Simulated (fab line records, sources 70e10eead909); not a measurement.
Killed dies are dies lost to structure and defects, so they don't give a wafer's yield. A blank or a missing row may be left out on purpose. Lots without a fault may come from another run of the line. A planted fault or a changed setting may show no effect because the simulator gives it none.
Which tool did it? | flow nand_harc | 13 lots, 39 wafers sampled, at 5 steps of a route of 1159

WHAT THE GAUGES READ, wafer by wafer
NHARC_A_SLIT_OVL_MEAS_10.
lot  | measured     | on         | overlay_x_nm (nm) | overlay_y_nm (nm)
L738 | day 15 00:28 | overlay-02 | -0.3 -0.4 -0.4    | -0.2 0.7 0.2
L737 | day 15 02:15 | overlay-01 | 0.5 0.6 0.4       | 0.4 0.0 0.2
L740 | day 16 13:54 | overlay-01 | 0.8 0.6 0.1       | -0.8 -0.7 -0.4
L743 | day 16 14:53 | overlay-02 | -0.2 -0.4 -1.1    | -0.1 -0.1 -0.5
L741 | day 16 15:09 | overlay-02 | -0.4 -0.2 -0.6    | 0.3 0.8 0.5
L745 | day 17 02:20 | overlay-01 | -0.4 -0.5 0.1     | 0.4 0.2 0.1
L744 | day 17 02:11 | overlay-02 | -0.8 -0.6 -1.7    | -1.4 -1.5 -1.4
L748 | day 17 21:21 | overlay-01 | 0.4 0.5 0.4       | 1.2 1.0 0.9
L746 | day 17 20:45 | overlay-01 | 1.9 1.6 1.9       | -0.8 -1.4 -1.1
L751 | day 18 13:00 | overlay-01 | -0.1 0.0 0.2      | 0.2 0.1 0.9
L753 | day 21 02:10 | overlay-02 | 0.5 1.1 0.8       | 0.7 0.6 0.6
L755 | day 21 04:01 | overlay-02 | -0.2 -0.3 0.0     | 0.3 0.1 0.0
L754 | day 21 14:41 | overlay-02 | -0.4 -0.7 0.1     | -0.6 -1.1 -1.3

NHARC_A_SLIT_CD_MEAS_21.
lot  | measured     | on        | cd_nm (nm)
L738 | day 15 05:26 | cd_sem-02 | 289.0 289.4 288.7
L737 | day 15 07:07 | cd_sem-03 | 290.6 290.8 290.3
L740 | day 16 19:31 | cd_sem-03 | 289.4 289.1 288.9
L743 | day 16 21:10 | cd_sem-03 | 288.7 290.5 289.7
L741 | day 16 22:51 | cd_sem-01 | 290.3 290.6 289.7
L745 | day 17 07:29 | cd_sem-01 | 289.2 289.8 288.8
L744 | day 17 05:49 | cd_sem-01 | 290.0 289.1 289.3
L748 | day 18 00:52 | cd_sem-03 | 289.3 289.3 290.1
L746 | day 18 00:16 | cd_sem-02 | 289.6 289.8 288.4
L751 | day 18 16:28 | cd_sem-03 | 289.6 289.4 290.2
L753 | day 21 06:58 | cd_sem-03 | 290.5 290.3 290.6
L755 | day 21 08:40 | cd_sem-02 | 289.7 289.3 289.5
L754 | day 21 22:58 | cd_sem-01 | 288.3 288.3 287.8

NHARC_END_SORT_01.
lot  | measured     | on        | killed_at_array | killed_at_other | killed_at_periphery | killed_dies | killed_open | killed_short
L738 | day 21 23:42 | prober-01 | 15 23 18        | 0 0 0           | 3 4 3               | 18 27 21    | 0 3 3       | 0 1 1
L737 | day 22 06:23 | prober-02 | 29 38 39        | 0 0 0           | 3 3 1               | 32 41 40    | 6 4 0       | 0 2 2
L740 | day 25 11:08 | prober-02 | 18 12 16        | 4 1 3           | 4 2 1               | 26 15 20    | 6 2 5       | 1 1 4
L743 | day 24 12:37 | prober-02 | 23 32 37        | 0 0 0           | 2 0 1               | 25 32 38    | 2 3 6       | 1 2 3
L741 | day 24 13:26 | prober-01 | 20 24 24        | 0 4 2           | 1 4 4               | 21 32 30    | 2 3 5       | 0 2 2
L745 | day 25 18:23 | prober-01 | 674 675 675     | 0 0 0           | 3 2 2               | 677 677 677 | 1 3 3       | 2 1 1
L744 | day 24 22:54 | prober-01 | 36 30 35        | 1 0 0           | 2 0 3               | 39 30 38    | 2 0 4       | 1 2 1
L748 | day 25 23:12 | prober-02 | 674 671 674     | 3 4 3           | 0 2 0               | 677 677 677 | 2 5 3       | 0 1 0
L746 | day 26 03:54 | prober-01 | 668 672 667     | 5 1 3           | 4 4 7               | 677 677 677 | 5 2 3       | 4 0 2
L751 | day 26 14:43 | prober-02 | 42 34 28        | 0 0 1           | 2 5 0               | 44 39 29    | 5 6 3       | 3 1 2
L753 | day 26 21:41 | prober-02 | 15 17 21        | 1 0 0           | 6 3 7               | 22 20 28    | 4 4 7       | 0 1 1
L755 | day 27 14:03 | prober-02 | 36 30 34        | 1 1 2           | 4 2 4               | 41 33 40    | 5 2 4       | 1 2 0
L754 | day 27 20:56 | prober-02 | 39 27 36        | 2 7 1           | 0 0 0               | 41 34 37    | 5 1 3       | 2 1 2

WHICH TOOL RAN EACH LOT (tool, then ch and the chambers of the sampled wafers, then the start)
lot  | NHARC_A_SLIT_DEP_00           | NHARC_A_SLIT_ETCH_15
L738 | acl_dep-01 ch 0, day 14 22:40 | rie_diel-01 ch 0,1,2, day 15 01:26
L737 | acl_dep-03 ch 0, day 14 23:26 | rie_diel-10 ch 0,2,3, day 15 02:35
L740 | acl_dep-02 ch 0, day 16 11:25 | rie_diel-02 ch 0,1,2, day 16 14:14
L743 | acl_dep-03 ch 0, day 16 12:08 | rie_diel-01 ch 0,2, day 16 15:13
L741 | acl_dep-01 ch 0, day 16 12:43 | rie_diel-02 ch 0,1,3, day 16 15:32
L745 | acl_dep-01 ch 0, day 16 23:47 | rie_diel-10 ch 1,2,3, day 17 03:07
L744 | acl_dep-02 ch 0, day 17 00:25 | rie_diel-02 ch 0,1,3, day 17 02:38
L748 | acl_dep-01 ch 0, day 17 18:53 | rie_diel-02 ch 0,2, day 17 21:37
L746 | acl_dep-03 ch 0, day 17 18:58 | rie_diel-10 ch 1,2,3, day 17 21:11
L751 | acl_dep-02 ch 0, day 18 10:35 | rie_diel-01 ch 0,1,2, day 18 13:27
L753 | acl_dep-03 ch 0, day 20 23:20 | rie_diel-10 ch 0,1,2, day 21 02:37
L755 | acl_dep-03 ch 0, day 21 01:37 | rie_diel-10 ch 2,3, day 21 04:21
L754 | acl_dep-01 ch 0, day 21 12:03 | rie_diel-02 ch 1,3, day 21 14:59
- NHARC_A_SLIT_DEP_00: deposits aC, target thk 3200 nm.
- NHARC_A_SLIT_ETCH_15: etches the open film in O2/COS, target depth 3200 nm, time 832 s.

WHAT THE TOOLS THEMSELVES READ (means of the sampled wafers that have a number; where no wafer has one, the mark that the record gives instead)
NHARC_A_SLIT_DEP_00.
lot  | tool       | throttle_valve_pct (%)
L738 | acl_dep-01 | 34.998
L737 | acl_dep-03 | 35.009
L740 | acl_dep-02 | 35.001
L743 | acl_dep-03 | 35.000
L741 | acl_dep-01 | 34.996
L745 | acl_dep-01 | 35.007
L744 | acl_dep-02 | 35.001
L748 | acl_dep-01 | 35.000
L746 | acl_dep-03 | 34.995
L751 | acl_dep-02 | 34.999
L753 | acl_dep-03 | 34.996
L755 | acl_dep-03 | 34.993
L754 | acl_dep-01 | 34.998

NHARC_A_SLIT_ETCH_15.
lot  | tool        | bias_w (W) | chamber_pressure_mTorr (mTorr) | drypump_motor_current_A (A) | oes_product_au (a.u.) | rf_fwd_power_W (W) | rf_vpp_V (V) | showerhead_plenum_p_Torr (Torr) | throttle_valve_pct (%)
L738 | rie_diel-01 | 300.1      | 20.010                         | 5.7                         | 1.003                 | 498.8              | 312.6        | 3.08                            | 28.334
L737 | rie_diel-10 | 299.5      | 19.994                         | 6.4                         | 0.999                 | 500.3              | 313.8        | 3.10                            | 28.330
L740 | rie_diel-02 | 299.7      | 20.020                         | 5.8                         | 1.003                 | 497.4              | 315.3        | 3.24                            | 28.335
L743 | rie_diel-01 | 300.2      | 20.003                         | 5.9                         | 1.004                 | 498.0              | 314.7        | 3.17                            | 28.331
L741 | rie_diel-02 | 299.6      | 19.991                         | 5.7                         | 1.003                 | 500.0              | 313.9        | 3.15                            | 28.320
L745 | rie_diel-10 | -          | -                              | -                           | -                     | -                  | -            | -                               | -
L744 | rie_diel-02 | 299.4      | 19.998                         | 5.7                         | 1.004                 | 500.3              | 315.1        | 3.15                            | 28.333
L748 | rie_diel-02 | -          | -                              | -                           | -                     | -                  | -            | -                               | -
L746 | rie_diel-10 | -          | -                              | -                           | -                     | -                  | -            | -                               | -
L751 | rie_diel-01 | 299.4      | 19.989                         | 5.7                         | 1.004                 | 500.6              | 313.8        | 3.08                            | 28.332
L753 | rie_diel-10 | 300.6      | 19.993                         | 5.9                         | 0.992                 | 497.3              | 314.2        | 3.14                            | 28.331
L755 | rie_diel-10 | 298.8      | 20.009                         | 6.5                         | 1.007                 | 499.2              | 312.4        | 3.02                            | 28.327
L754 | rie_diel-02 | 297.7      | 20.012                         | 5.5                         | 0.993                 | 502.6              | 316.5        | 3.24                            | 28.334

THE ANSWER, worked out from the rows above alone
Rule: what is usual is taken from the lots themselves. Put in order of their means at a reading, lots are off if they are a third of the lots or fewer, leave a main group of 4 or more, and stand apart from it by a gap of 3 or more times the standard deviation of the main group's means; of several such gaps the widest counts. A main group whose means are all the same, to the digits that the tables above print for the reading, isn't used. A lot without any number at a reading at which 4 lots or more have one is off too. The other lots that the step has rows for count as sound. The gauges are gone through in route order, then the tools' own readings, and for those a lot's mean is taken as printed above. The first step at which some lot is off is used, and at that step the reading that is off furthest; a lot without a number counts as furthest.
Off: L745, L748, L746, at NHARC_END_SORT_01 (killed_dies). The main group: mean 31, standard deviation 6.8.
A tool fits if, at a process step before that reading, it ran every lot that is off, and no sound lot after the first of them. The gauges at NHARC_END_SORT_01 aren't tried: what is off there is off at NHARC_A_SLIT_ETCH_15 too, on other tools, and a gauge's error can't cause that. None of those tried fits.

WHAT THE SIMULATOR HAD PUT IN
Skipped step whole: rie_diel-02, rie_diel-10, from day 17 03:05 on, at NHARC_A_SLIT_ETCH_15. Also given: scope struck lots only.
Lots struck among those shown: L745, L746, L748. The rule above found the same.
